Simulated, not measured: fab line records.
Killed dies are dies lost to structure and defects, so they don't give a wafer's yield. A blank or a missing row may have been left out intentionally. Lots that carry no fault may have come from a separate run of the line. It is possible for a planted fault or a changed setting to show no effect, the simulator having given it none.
fab line records -- flow nand-harc -- part 1 of 2: steps 1 to 22 of 32
[record] lots = 5, wafers = 15, last-day = 32
route steps=1302 shown A_CHANNEL_HOLE_D1@484 A_CHANNEL_FILL_D1@490 A_DECK1_JOINT@518
lots that met no fault: from a run of the same line without faults
start-h: hours from the record's first day to the start of the lot's first wafer shown -- wait-h: time in hours since the lot's previous step -- " unchanged from the row above -- L1.1+2: a single row standing in for several wafers -- - no value present, or no start provided -- * or withheld: withheld -- < > ~ a bound
route shown NAME@n: NAME is a module with steps in the file, n the number in the route of the first one -- usual: mean and standard deviation over wafers with no fault -- same: alike in all rows -- chamber/n: place in a boat -- sites: readings site by site -- _std_site: the values' standard deviation -- _edge_site: inner sites' mean taken away from outer sites' mean -- radius-mm: how far each site lies from the wafer's centre -- mask NAME#n: copy n -- behind: the last tool/chamber to shape the wafer -- hold: cause of the lot's hold/its duration in hours/its outcome -- device: the n, p or np transistor that did not switch -- end of line: tests of these same wafers at the route's end -- where a step has no rows: the recipe by itself -- killed: dies that structure and defects cost at the first sort, which is not the same as the wafer's yield -- map: dies across one wafer; x = killed, . = not, _ = none there
set.NAME: the setting the step ran with; set.NAME@STEP: the setting that earlier step ran with -- model.NAME: the simulator's own value behind a step, which no gauge read
lots at some steps of the route; a table a step, a row a wafer
services: from which hour (start-h, from the record's first day; less than 0 if before it) a tool's chamber was out of use, for how many hours, and why
[[steps]]
[step NHARC_A_CHANNEL_HOLE_D1_STRIP_27]
[recipe] o2-flow-sccm = 500, ar-flow-sccm = 0, bias-w = 0, chemistry = O2
[usual] drypump-motor-current-A = 6.0/0.45, oes-product-au = 1.000/0.012, rf-vpp-V = 57.9/0.93, showerhead-plenum-p-Torr = 3.54/0.17, throttle-valve-pct = 17.035/0.0082
lot.wafer,tool,chamber,start-h,wait-h,drypump-motor-current-A,oes-product-au,rf-hours-counter-h,rf-vpp-V,showerhead-plenum-p-Torr,throttle-valve-pct
L079.2,rie-diel-11,0,-,-,6.6,0.985,12,57.0,3.40,17.035
L079.6,rie-diel-11,0,-,-,6.6,0.989,-,58.8,3.40,17.030
L079.5,rie-diel-11,1,-,-,5.8,0.988,-,58.3,3.32,17.038
L081.1,rie-diel-01,1,-,-,6.1,1.014,15,58.4,3.50,17.029
L081.4,rie-diel-01,2,-,-,5.9,0.996,17,58.3,3.80,17.029
L081.5,rie-diel-01,1,-,-,6.1,1.025,-,59.2,3.50,17.019
L082.1,rie-diel-11,3,-,-,5.7,0.997,2,58.1,3.76,17.041
L082.4,rie-diel-11,0,-,-,6.6,0.991,2,57.7,3.40,17.039
L082.6,rie-diel-11,0,-,-,6.6,0.989,-,56.7,3.40,17.046
L088.4,rie-diel-02,1,-,-,6.3,1.000,32,56.6,3.55,17.024
L088.1,rie-diel-02,2,-,-,6.1,1.018,29,57.4,3.35,17.027
L088.5,rie-diel-02,2,-,-,6.1,1.017,-,56.9,3.35,17.032
L095.3,rie-diel-11,1,-,-,5.8,1.014,13,55.6,3.31,17.036
L095.6,rie-diel-11,0,-,-,6.6,0.988,-,57.3,3.40,17.032
L095.5,rie-diel-11,1,-,-,5.8,1.012,-,57.3,3.31,17.049
[step NHARC_A_CHANNEL_HOLE_D1_PRECLEAN_28]
[recipe] time-s = *, temp-c = 50, bath-age-min = 0, chemistry = SC1
[usual] h2o2-flow-mL-min = 56.60/0.16
[same] bath-age-min = 0
lot.wafer,tool,chamber,start-h,wait-h,h2o2-flow-mL-min
L079.5,wet-bench-04,2,245.03,-,56.77
L079.6,wet-bench-04,4,245.03,-,56.55
L079.2,wet-bench-04,5,245.03,-,56.42
L081.1,wet-bench-05,7,258.40,-,56.52
L081.5,wet-bench-05,1,258.40,-,56.59
L081.4,wet-bench-05,2,258.40,-,56.73
L082.6,wet-bench-05,1,276.27,-,56.66
L082.4,wet-bench-05,4,276.27,-,56.46
L082.1,wet-bench-05,5,276.27,-,56.38
L088.5,wet-bench-01,1,333.01,-,56.31
L088.1,wet-bench-01,3,333.01,-,56.69
L088.4,wet-bench-01,4,333.01,-,56.34
L095.3,wet-bench-05,4,401.62,-,56.65
L095.5,wet-bench-05,5,401.62,-,56.55
L095.6,wet-bench-05,6,401.62,-,56.60
[step NHARC_A_CHANNEL_HOLE_D1_SRD_29]
lot.wafer,tool,chamber,start-h,wait-h
L079.5+6+2,wet-bench-04,"2,4,5",-,-
L081.1+5+4,wet-bench-05,"7,1,2",-,-
L082.6+4+1,wet-bench-05,"1,4,5",-,-
L088.5+1+4,wet-bench-01,"1,3,4",-,-
L095.3+5+6,wet-bench-05,"4,5,6",-,-
[step NHARC_A_CHANNEL_HOLE_D1_CD_MEAS_30]
[usual] cd-nm = 90.3/1.7
lot.wafer,tool,chamber,start-h,wait-h,cd-nm
L079.2,cd-sem-03,-,245.17,-,89.3
L079.5,cd-sem-03,-,245.17,-,89.7
L079.6,cd-sem-03,-,245.17,-,90.2
L081.1,cd-sem-02,-,258.53,-,89.4
L081.4,cd-sem-02,-,258.53,-,88.4
L081.5,cd-sem-02,-,258.53,-,92.0
L082.1,cd-sem-01,-,276.41,-,88.4
L082.4,cd-sem-01,-,276.41,-,91.6
L082.6,cd-sem-01,-,276.41,-,90.2
L088.1,cd-sem-03,-,333.15,-,92.0
L088.4,cd-sem-03,-,333.15,-,90.5
L088.5,cd-sem-03,-,333.15,-,90.2
L095.3,cd-sem-03,-,401.75,-,91.0
L095.5,cd-sem-03,-,401.75,-,87.8
L095.6,cd-sem-03,-,401.75,-,92.6
[step NHARC_A_CHANNEL_HOLE_D1_XSEM_31]
[recipe] landing-energy-ev = 35000
[usual] bot-cd-nm = 74.9/1.8, bow-nm = 8.69/0.26, tilt-deg = 0.07/0.034
lot.wafer,tool,chamber,start-h,wait-h,bot-cd-nm,bow-nm,tilt-deg
L079.2,xsem-02,0,245.26,0.1,74.3,8.66,0.04
L079.5,xsem-02,0,245.26,0.1,75.2,8.77,0.04
L079.6,xsem-02,0,245.26,0.1,76.2,8.71,0.04
L081.1,xsem-02,0,258.62,0.1,74.4,9.02,0.04
L081.4,xsem-02,0,258.62,0.1,73.5,9.11,0.04
L081.5,xsem-02,0,258.62,0.1,77.1,9.16,0.04
L082.1,xsem-02,0,276.50,0.1,72.7,8.95,0.04
L082.4,xsem-02,0,276.50,0.1,75.3,9.06,0.04
L082.6,xsem-02,0,276.50,0.1,74.9,9.04,0.04
L088.1,xsem-01,0,333.24,0.1,76.9,8.77,0.04
L088.4,xsem-01,0,333.24,0.1,74.6,8.76,0.04
L088.5,xsem-01,0,333.24,0.1,73.4,8.67,0.04
L095.3,xsem-02,0,401.85,0.1,76.8,8.14,0.09
L095.5,xsem-02,0,401.85,0.1,73.5,8.22,0.09
L095.6,xsem-02,0,401.85,0.1,76.8,8.20,0.09
[step NHARC_A_CHANNEL_HOLE_D1_INSPECT_40]
[usual] raw-defect-count = 72/27
lot.wafer,tool,chamber,start-h,wait-h,raw-defect-count
L079.2,defect-inspect-02,-,245.36,-,106
L079.5,defect-inspect-02,-,245.36,-,65
L079.6,defect-inspect-02,-,245.36,-,93
L081.1,defect-inspect-02,-,258.72,-,101
L081.4,defect-inspect-02,-,258.72,-,108
L081.5,defect-inspect-02,-,258.72,-,105
L082.1,defect-inspect-02,-,276.60,-,52
L082.4,defect-inspect-02,-,276.60,-,64
L082.6,defect-inspect-02,-,276.60,-,46
L088.1,defect-inspect-01,-,333.33,-,69
L088.4,defect-inspect-01,-,333.33,-,59
L088.5,defect-inspect-01,-,333.33,-,64
L095.3,defect-inspect-01,-,401.94,-,47
L095.5,defect-inspect-01,-,401.94,-,32
L095.6,defect-inspect-01,-,401.94,-,39
[step NHARC_A_CHANNEL_FILL_D1_PRECLEAN_00]
[recipe] time-s = *, temp-c = 50, bath-age-min = 0, chemistry = SC1
[usual] h2o2-flow-mL-min = 56.58/0.17
[same] bath-age-min = 0
lot.wafer,tool,chamber,start-h,wait-h,h2o2-flow-mL-min
L079.2,wet-bench-06,4,245.43,0.1,56.48
L079.5,wet-bench-06,5,245.43,0.1,56.77
L079.6,wet-bench-06,6,245.43,0.1,56.47
L081.1,wet-bench-03,3,258.77,0.1,56.37
L081.4,wet-bench-03,4,258.77,0.1,56.55
L081.5,wet-bench-03,7,258.77,0.1,56.56
L082.4,wet-bench-09,1,276.65,0.0,56.57
L082.6,wet-bench-09,4,276.65,0.0,56.23
L082.1,wet-bench-09,5,276.65,0.0,56.33
L088.4,wet-bench-09,7,333.39,0.1,56.39
L088.5,wet-bench-09,0,333.39,0.1,56.64
L088.1,wet-bench-09,3,333.39,0.1,56.65
L095.5,wet-bench-06,6,401.99,0.1,56.77
L095.6,wet-bench-06,7,401.99,0.1,56.83
L095.3,wet-bench-06,2,401.99,0.1,56.53
[step NHARC_A_CHANNEL_FILL_D1_SRD_01]
lot.wafer,tool,chamber,start-h,wait-h
L079.2+5+6,wet-bench-06,"4,5,6",-,-
L081.1+4+5,wet-bench-03,"3,4,7",-,-
L082.4+6+1,wet-bench-09,"1,4,5",-,-
L088.4+5+1,wet-bench-09,"7,0,3",-,-
L095.5+6+3,wet-bench-06,"6,7,2",-,-
[step NHARC_A_CHANNEL_FILL_D1_ALD_02]
[recipe] target-thk-a = 60, pulse-time-s = 10, ald-cycles = 60, temp-c = 300, material = SiO2
[usual] heater-power-w = 475/37, precursor-pulse-height-rel = 0.998/0.018
[same] ald-cycles = 60
lot.wafer,tool,chamber,start-h,wait-h,heater-power-w,precursor-pulse-height-rel
L079.2,ald-hk-02,0,245.77,-,430,1.007
L079.5,ald-hk-02,1,245.77,-,451,1.025
L079.6,ald-hk-02,2,245.77,-,482,1.007
L081.1,ald-hk-02,1,259.05,-,448,0.990
L081.4,ald-hk-02,2,259.05,-,500,0.990
L081.5,ald-hk-02,0,259.05,-,430,1.006
L082.1,ald-hk-02,1,278.08,-,444,0.997
L082.4,ald-hk-02,2,278.08,-,500,0.998
L082.6,ald-hk-02,1,278.08,-,447,1.001
L088.1,ald-hk-04,2,333.53,-,482,0.976
L088.4,ald-hk-04,0,333.53,-,497,0.997
L088.5,ald-hk-04,3,333.53,-,505,0.977
L095.3,ald-hk-04,0,402.35,-,503,0.978
L095.5,ald-hk-04,1,402.35,-,441,0.979
L095.6,ald-hk-04,2,402.35,-,459,1.021
[step NHARC_A_CHANNEL_FILL_D1_ALD_03]
[recipe] target-thk-a = 60, pulse-time-s = 60, ald-cycles = 58, temp-c = 630, pressure-torr = 2, material = SiNx
[usual] chamber-pressure-Torr = 1.999/0.0046, precursor-pulse-height-rel = 0.999/0.022
[same] ald-cycles = 58
lot.wafer,tool,chamber,start-h,wait-h,chamber-pressure-Torr,precursor-pulse-height-rel
L079.2,ald-sin-batch-02,0,-,-,1.993,0.985
L079.5,ald-sin-batch-02,0,-,-,2.003,1.023
L079.6,ald-sin-batch-02,0,-,-,1.989,0.978
L081.1,ald-sin-batch-03,0,-,-,1.997,1.021
L081.4,ald-sin-batch-03,0,-,-,1.998,0.987
L081.5,ald-sin-batch-03,0,-,-,2.001,0.980
L082.1,ald-sin-batch-01,0,-,-,2.005,1.017
L082.4,ald-sin-batch-01,0,-,-,2.003,1.019
L082.6,ald-sin-batch-01,0,-,-,2.004,1.001
L088.1,ald-sin-batch-01,0,-,-,1.993,0.973
L088.4,ald-sin-batch-01,0,-,-,2.010,0.999
L088.5,ald-sin-batch-01,0,-,-,2.007,1.023
L095.3,ald-sin-batch-01,0,-,-,2.007,1.021
L095.5,ald-sin-batch-01,0,-,-,2.003,0.990
L095.6,ald-sin-batch-01,0,-,-,1.992,0.987
[step NHARC_A_CHANNEL_FILL_D1_ALD_14]
[recipe] target-thk-a = 25, pulse-time-s = 10, ald-cycles = 25, temp-c = 300, material = SiO2
[usual] heater-power-w = 471/38, precursor-pulse-height-rel = 1.001/0.02
[same] ald-cycles = 25
lot.wafer,tool,chamber,start-h,wait-h,heater-power-w,precursor-pulse-height-rel
L079.2,ald-hk-04,0,252.71,0.2,506,1.030
L079.6,ald-hk-04,1,252.71,0.2,447,0.977
L079.5,ald-hk-04,2,252.71,0.2,459,0.972
L081.1,ald-hk-03,1,265.89,0.0,471,0.993
L081.4,ald-hk-03,3,265.89,0.0,550,1.021
L081.5,ald-hk-03,1,265.89,0.0,471,1.000
L082.4,ald-hk-02,1,285.07,0.0,459,1.020
L082.1,ald-hk-02,0,285.07,0.0,415,0.992
L082.6,ald-hk-02,2,285.07,0.0,504,0.987
L088.1,ald-hk-04,3,340.39,0.3,509,0.986
L088.4,ald-hk-04,0,340.39,0.3,498,0.994
L088.5,ald-hk-04,2,340.39,0.3,463,1.010
L095.3,ald-hk-02,3,409.25,0.2,422,1.051
L095.6,ald-hk-02,0,409.25,0.2,429,0.993
L095.5,ald-hk-02,1,409.25,0.2,461,1.009
[step NHARC_A_CHANNEL_FILL_D1_ALD_15]
[recipe] target-thk-a = 20, pulse-time-s = 60, ald-cycles = 19, temp-c = 630, pressure-torr = 2, material = SiNx
[usual] chamber-pressure-Torr = 2.000/0.0044, precursor-pulse-height-rel = 1.000/0.021
[same] ald-cycles = 19
lot.wafer,tool,chamber,start-h,wait-h,chamber-pressure-Torr,precursor-pulse-height-rel
L079.2,ald-sin-batch-03,0,-,-,2.000,0.999
L079.5,ald-sin-batch-03,0,-,-,2.000,0.983
L079.6,ald-sin-batch-03,0,-,-,1.996,0.977
L081.1,ald-sin-batch-01,0,269.22,3.3,2.001,1.005
L081.4,ald-sin-batch-01,0,269.22,3.3,2.002,1.019
L081.5,ald-sin-batch-01,0,269.22,3.3,1.999,0.978
L082.1,ald-sin-batch-01,0,-,-,2.000,0.985
L082.4,ald-sin-batch-01,0,-,-,2.002,0.998
L082.6,ald-sin-batch-01,0,-,-,2.000,0.974
L088.1,ald-sin-batch-02,0,-,-,2.006,1.016
L088.4,ald-sin-batch-02,0,-,-,2.008,0.969
L088.5,ald-sin-batch-02,0,-,-,2.000,1.034
L095.3,ald-sin-batch-01,0,-,-,2.008,1.001
L095.5,ald-sin-batch-01,0,-,-,1.997,1.002
L095.6,ald-sin-batch-01,0,-,-,2.005,0.990
[step NHARC_A_CHANNEL_FILL_D1_ALD_16]
[recipe] target-thk-a = 15, pulse-time-s = 10, ald-cycles = 15, temp-c = 300, material = SiO2
[usual] heater-power-w = 474/35, precursor-pulse-height-rel = 1.001/0.018
[same] ald-cycles = 15
lot.wafer,tool,chamber,start-h,wait-h,heater-power-w,precursor-pulse-height-rel
L079.2,ald-hk-02,3,257.88,0.1,419,1.036
L079.6,ald-hk-02,0,257.88,0.1,429,0.971
L079.5,ald-hk-02,1,257.88,0.1,449,0.989
L081.4,ald-hk-03,0,271.29,0.0,478,0.982
L081.1,ald-hk-03,3,271.29,0.0,552,0.984
L081.5,ald-hk-03,0,271.29,0.0,468,1.020
L082.4,ald-hk-03,0,290.23,0.0,481,1.015
L082.1,ald-hk-03,3,290.23,0.0,557,0.973
L082.6,ald-hk-03,1,290.23,0.0,464,1.026
L088.4,ald-hk-02,0,345.29,0.0,428,0.988
L088.1,ald-hk-02,1,345.29,0.0,450,0.970
L088.5,ald-hk-02,0,345.29,0.0,427,0.964
L095.3,ald-hk-03,0,414.37,0.1,463,1.012
L095.6,ald-hk-03,1,414.37,0.1,492,1.007
L095.5,ald-hk-03,2,414.37,0.1,498,0.983
[step NHARC_A_CHANNEL_FILL_D1_ANNEAL_17]
[recipe] temp-c = 850, time-s = 1800
[usual] zone-power-centre-pct = 17.2/1.1, zone-power-top-pct = 34/3.8
lot.wafer,tool,chamber,start-h,wait-h,zone-power-centre-pct,zone-power-top-pct
L079.2,furnace-03,0,261.17,-,16.3,32
L079.5,furnace-03,0,261.17,-,16.0,32
L079.6,furnace-03,0,261.17,-,16.3,32
L081.1,furnace-03,0,274.67,-,16.3,32
L081.4,furnace-03,0,274.67,-,16.3,32
L081.5,furnace-03,0,274.67,-,16.3,32
L082.1,furnace-03,0,293.61,-,16.6,32
L082.4,furnace-03,0,293.61,-,16.4,32
L082.6,furnace-03,0,293.61,-,16.2,32
L088.1,furnace-08,0,348.53,-,18.7,39
L088.4,furnace-08,0,348.53,-,18.0,38
L088.5,furnace-08,0,348.53,-,18.4,39
L095.3,furnace-03,0,417.67,-,16.5,32
L095.5,furnace-03,0,417.67,-,16.7,32
L095.6,furnace-03,0,417.67,-,16.4,32
[step NHARC_A_CHANNEL_FILL_D1_CVD_18]
[recipe] target-thk-a = 30, temp-c = 550, material = poly-Si
[usual] zone-power-centre-pct = 7.8/0.57, zone-power-top-pct = 16.3/0.55
lot.wafer,tool,chamber,start-h,wait-h,zone-power-centre-pct,zone-power-top-pct
L079.2,lpcvd-poly-03,0,268.57,-,7.9,16.6
L079.5,lpcvd-poly-03,0,268.57,-,8.1,16.7
L079.6,lpcvd-poly-03,0,268.57,-,7.9,16.5
L081.1,lpcvd-poly-04,0,281.23,-,8.2,16.0
L081.4,lpcvd-poly-04,0,281.23,-,8.1,16.0
L081.5,lpcvd-poly-04,0,281.23,-,8.2,15.6
L082.1,lpcvd-poly-04,0,300.19,-,8.1,15.6
L082.4,lpcvd-poly-04,0,300.19,-,8.1,15.5
L082.6,lpcvd-poly-04,0,300.19,-,8.2,16.0
L088.1,lpcvd-poly-04,0,355.11,-,8.1,15.9
L088.4,lpcvd-poly-04,0,355.11,-,8.0,15.7
L088.5,lpcvd-poly-04,0,355.11,-,7.9,15.7
L095.3,lpcvd-poly-04,0,424.29,-,8.1,15.9
L095.5,lpcvd-poly-04,0,424.29,-,8.1,16.0
L095.6,lpcvd-poly-04,0,424.29,-,8.0,15.9
[step NHARC_A_CHANNEL_FILL_D1_ETCHBACK_19]
[recipe] target-depth-a = 50, time-s = 1.7, hbr-flow-sccm = 150, cl2-flow-sccm = 50, rf-w = 400, icp-w = 400, bias-w = 100, chemistry = HBr/Cl2
[usual] drypump-motor-current-A = 5.8/0.45, hbr-flow-sccm = 150.0/0.42, oes-product-au = 1.003/0.013, throttle-valve-pct = 26.406/0.0099
lot.wafer,tool,chamber,start-h,wait-h,drypump-motor-current-A,hbr-flow-sccm,oes-product-au,rf-hours-counter-h,throttle-valve-pct
L079.2,rie-si-01,1,270.66,0.4,5.4,150.6,0.990,0.4,26.409
L079.5,rie-si-01,1,270.66,0.4,5.4,149.9,0.996,-,26.384
L079.6,rie-si-01,2,270.66,0.4,5.6,149.6,1.001,-,26.395
L081.1,rie-si-06,3,283.32,0.4,6.0,149.7,0.994,0.2,26.401
L081.4,rie-si-06,0,283.32,0.4,5.7,150.3,0.994,0.2,26.404
L081.5,rie-si-06,2,283.32,0.4,6.5,149.9,0.989,-,26.404
L082.4,rie-si-05,2,302.27,0.4,6.5,150.5,1.002,0.9,26.410
L082.1,rie-si-05,0,302.27,0.4,6.1,151.0,0.998,1.1,26.399
L082.6,rie-si-05,1,302.27,0.4,6.2,150.0,1.022,-,26.409
L088.1,rie-si-05,3,357.16,0.4,5.0,150.1,0.992,0.2,26.405
L088.4,rie-si-05,3,357.16,0.4,5.0,149.6,0.995,-,26.429
L088.5,rie-si-05,1,357.16,0.4,6.2,150.1,0.997,-,26.393
L095.3,rie-si-01,1,426.36,0.4,5.4,149.5,1.004,0.2,26.391
L095.5,rie-si-01,0,426.36,0.4,5.6,149.3,1.022,-,26.418
L095.6,rie-si-01,1,426.36,0.4,5.4,149.9,1.006,-,26.418
[step NHARC_A_CHANNEL_FILL_D1_ETCHBACK_20]
[recipe] target-depth-a = 270, time-s = 13.5, c4f8-flow-sccm = withheld, o2-flow-sccm = 8, ar-flow-sccm = withheld, rf-w = 600, bias-w = 1500, chemistry = C4F8/O2/Ar
[usual] oes-product-au = 0.97/0.036, rf-vpp-V = 976/5.3
lot.wafer,tool,chamber,start-h,wait-h,oes-product-au,rf-hours-counter-h,rf-vpp-V
L079.2,rie-diel-06,3,270.82,-,1.00,8.5,979
L079.6,rie-diel-06,0,270.82,-,0.99,-,971
L079.5,rie-diel-06,1,270.82,-,0.99,-,970
L081.4,rie-diel-12,2,283.42,-,1.02,0.1,977
L081.1,rie-diel-12,1,283.42,-,1.04,0.2,983
L081.5,rie-diel-12,3,283.42,-,0.99,-,980
L082.1,rie-diel-04,2,302.39,-,0.97,5.7,970
L082.4,rie-diel-04,0,302.39,-,1.02,9.2,975
L082.6,rie-diel-04,1,302.39,-,1.01,-,989
L088.4,rie-diel-12,3,357.31,-,0.91,3.0,979
L088.1,rie-diel-12,0,357.31,-,0.91,3.4,974
L088.5,rie-diel-12,0,357.31,-,0.92,-,975
L095.3,rie-diel-04,1,426.50,-,0.99,4.0,986
L095.5,rie-diel-04,0,426.50,-,1.00,-,974
L095.6,rie-diel-04,1,426.50,-,1.00,-,988
[step NHARC_A_CHANNEL_FILL_D1_STRIP_28]
[recipe] time-s = 20, o2-flow-sccm = 500, ar-flow-sccm = 0, bias-w = 0, chemistry = O2
[usual] drypump-motor-current-A = 5.7/0.59, oes-product-au = 0.997/0.016, rf-vpp-V = 57.7/0.84, showerhead-plenum-p-Torr = 3.48/0.14, throttle-valve-pct = 17.037/0.0094
lot.wafer,tool,chamber,start-h,wait-h,drypump-motor-current-A,oes-product-au,rf-hours-counter-h,rf-vpp-V,showerhead-plenum-p-Torr,throttle-valve-pct
L079.2,rie-diel-06,2,270.89,0.1,6.7,0.998,7.2,57.2,3.43,17.029
L079.5,rie-diel-06,0,270.89,0.1,6.4,1.005,-,57.5,3.34,17.046
L079.6,rie-diel-06,1,270.89,0.1,5.5,0.987,-,59.0,3.33,17.043
L081.1,rie-diel-12,3,283.51,0.1,6.1,0.989,0.1,57.5,3.55,17.037
L081.4,rie-diel-12,0,283.51,0.1,5.0,0.990,0.2,57.2,3.44,17.029
L081.5,rie-diel-12,3,283.51,0.1,6.0,0.983,-,57.6,3.55,17.041
L082.4,rie-diel-04,1,302.48,0.1,5.7,0.998,8.4,57.6,3.77,17.024
L082.1,rie-diel-04,3,302.48,0.1,6.1,0.997,8.7,56.8,3.35,17.038
L082.6,rie-diel-04,1,302.48,0.1,5.7,0.999,-,59.4,3.77,17.046
L088.4,rie-diel-12,0,357.40,0.1,5.0,0.975,3.4,58.2,3.44,17.032
L088.1,rie-diel-12,3,357.40,0.1,6.0,0.981,3.0,57.4,3.55,17.032
L088.5,rie-diel-12,1,357.40,0.1,5.9,1.032,-,58.4,3.62,17.036
L095.3,rie-diel-04,2,426.59,0.1,6.0,0.987,4.0,57.1,3.37,17.046
L095.5,rie-diel-04,1,426.59,0.1,5.7,0.995,-,59.8,3.77,17.041
L095.6,rie-diel-04,2,426.59,0.1,6.0,0.987,-,56.4,3.37,17.038
[step NHARC_A_CHANNEL_FILL_D1_PRECLEAN_21]
[recipe] time-s = 30, chemistry = dHF
lot.wafer,tool,chamber,start-h,wait-h
L079.5+6+2,wet-bench-03,"2,4,6",270.97,-
L081.1+4+5,wet-bench-03,"1,3,4",283.61,-
L082.1+6+4,wet-bench-06,"1,4,5",302.58,-
L088.5+1+4,wet-bench-03,"5,7,0",357.50,-
L095.3+6+5,wet-bench-03,"6,7,2",426.69,-
[step NHARC_A_CHANNEL_FILL_D1_SRD_23]
lot.wafer,tool,chamber,start-h,wait-h
L079.5+6+2,wet-bench-03,"2,4,6",271.00,0.0
L081.1+4+5,wet-bench-03,"1,3,4",283.64,0.0
L082.1+6+4,wet-bench-06,"1,4,5",302.63,0.0
L088.5+1+4,wet-bench-03,"5,7,0",357.52,0.0
L095.3+6+5,wet-bench-03,"6,7,2",426.71,0.0
[step NHARC_A_CHANNEL_FILL_D1_CVD_05]
[recipe] target-thk-a = 50, temp-c = 550, material = poly-Si
[usual] zone-power-centre-pct = 7.6/0.64, zone-power-top-pct = 16.4/0.56
lot.wafer,tool,chamber,start-h,wait-h,zone-power-centre-pct,zone-power-top-pct
L079.2,lpcvd-poly-04,0,273.45,2.4,8.2,16.0
L079.5,lpcvd-poly-04,0,273.45,2.4,8.1,16.3
L079.6,lpcvd-poly-04,0,273.45,2.4,8.1,15.9
L081.1,lpcvd-poly-04,0,286.09,2.4,8.1,15.7
L081.4,lpcvd-poly-04,0,286.09,2.4,8.2,16.0
L081.5,lpcvd-poly-04,0,286.09,2.4,8.1,15.5
L082.1,lpcvd-poly-03,0,304.90,2.3,7.9,16.2
L082.4,lpcvd-poly-03,0,304.90,2.3,7.9,16.4
L082.6,lpcvd-poly-03,0,304.90,2.3,8.0,16.4
L088.1,lpcvd-poly-03,0,359.77,2.2,8.0,16.4
L088.4,lpcvd-poly-03,0,359.77,2.2,7.9,16.4
L088.5,lpcvd-poly-03,0,359.77,2.2,7.9,16.2
L095.3,lpcvd-poly-04,0,429.14,2.4,8.1,16.1
L095.5,lpcvd-poly-04,0,429.14,2.4,8.2,15.6
L095.6,lpcvd-poly-04,0,429.14,2.4,8.2,16.1
[step NHARC_A_CHANNEL_FILL_D1_ANNEAL_22]
[recipe] temp-c = 620, time-s = 7200
[usual] zone-power-centre-pct = 9.4/0.63, zone-power-top-pct = 20/3.1
lot.wafer,tool,chamber,start-h,wait-h,zone-power-centre-pct,zone-power-top-pct
L079.2,furnace-08,0,278.63,3.3,10.4,24
L079.5,furnace-08,0,278.63,3.3,10.3,24
L079.6,furnace-08,0,278.63,3.3,10.1,24
L081.1,furnace-08,0,293.15,5.2,10.4,24
L081.4,furnace-08,0,293.15,5.2,10.4,24
L081.5,furnace-08,0,293.15,5.2,10.5,24
L082.1,furnace-05,0,309.28,2.5,8.9,17
L082.4,furnace-05,0,309.28,2.5,9.0,17
L082.6,furnace-05,0,309.28,2.5,9.1,17
L088.1,furnace-08,0,364.92,3.3,10.1,25
L088.4,furnace-08,0,364.92,3.3,10.1,24
L088.5,furnace-08,0,364.92,3.3,10.3,24
L095.3,furnace-03,0,434.47,3.5,9.1,20
L095.5,furnace-03,0,434.47,3.5,9.1,20
L095.6,furnace-03,0,434.47,3.5,9.1,20
